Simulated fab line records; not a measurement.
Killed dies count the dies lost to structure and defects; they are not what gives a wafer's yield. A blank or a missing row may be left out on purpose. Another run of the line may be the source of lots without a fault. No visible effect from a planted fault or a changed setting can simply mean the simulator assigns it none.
One fault seen from 2 desks :: flow n5-finfet :: what lay behind the numbers comes last; until then each desk has only its own

## THE TOOL OWNER'S DESK: rie-diel-06
The tool's own readings at N5_HKMG_FIN_ETCH_31 (etches SiARC in CF4, target depth 45.5 nm, time 75.8 s): means of the sampled wafers that have a number, for each lot that ran on this tool. Any lot whose mean is over 4 standard deviations away from the usual mean is out of limits and marked OUT; that distance is given in the brackets.
Columns: A = drypump-motor-current-A at N5_HKMG_FIN_ETCH_31, usual 5.8 A; B = etch-rf-on-time-s at N5_HKMG_FIN_ETCH_31, usual 75.5 s; C = oes-product-au at N5_HKMG_FIN_ETCH_31, usual 0.63 a.u.; D = rf-vpp-V at N5_HKMG_FIN_ETCH_31, usual 184.2 V; E = showerhead-plenum-p-Torr at N5_HKMG_FIN_ETCH_31, usual 2.14 Torr; F = throttle-valve-pct at N5_HKMG_FIN_ETCH_31, usual 15.66 %
lot: L188
first seen here: day 7 04:20
A: 6.0
B: 75.8
C: 0.62
D: 184.8
E: 2.22
F: 15.69

lot: L190
first seen here: day 7 16:27
A: 6.0
B: 76.3
C: 0.61
D: 185.9
E: 2.22
F: 15.70
This desk's verdict: no lot among the 2 shows anything out of limits.

## AT THE METROLOGY DESK
Lot by lot, what the gauges showed, no matter which tool ran the lot: averages of those sampled wafers that carry a number. Any lot whose mean is over 4 standard deviations away from the usual mean is out of limits and marked OUT; that distance is given in the brackets.
Columns: A = cd-nm at N5_PASSIVATION_CD_MEAS_30, usual 4000.2 nm
lot: L178
first seen here: day 14 01:12
A: 4002.6

lot: L180
first seen here: day 15 01:28
A: 4002.1

lot: L176
first seen here: day 15 02:25
A: 3997.8

lot: L179
first seen here: day 15 12:26
A: 3999.2

lot: L177
first seen here: day 15 14:48
A: 4001.7

lot: L188
first seen here: day 16 16:11
A: 4000.9

lot: L190
first seen here: day 17 19:21
A: 3999.5

lot: L193
first seen here: day 18 01:19
A: 3998.6

lot: L191
first seen here: day 18 01:31
A: 3998.1

lot: L192
first seen here: day 18 09:08
A: 3997.6

lot: L195
first seen here: day 18 17:11
A: 4002.2

lot: L198
first seen here: day 20 02:32
A: 4001.3
This desk's verdict: no lot among the 12 shows anything out of limits.

## TAKEN TOGETHER
Nothing out of limits was seen by the tool owner's desk.
From the metrology desk's view, nothing was out of limits.

## WHAT WAS PUT IN BY THE SIMULATOR
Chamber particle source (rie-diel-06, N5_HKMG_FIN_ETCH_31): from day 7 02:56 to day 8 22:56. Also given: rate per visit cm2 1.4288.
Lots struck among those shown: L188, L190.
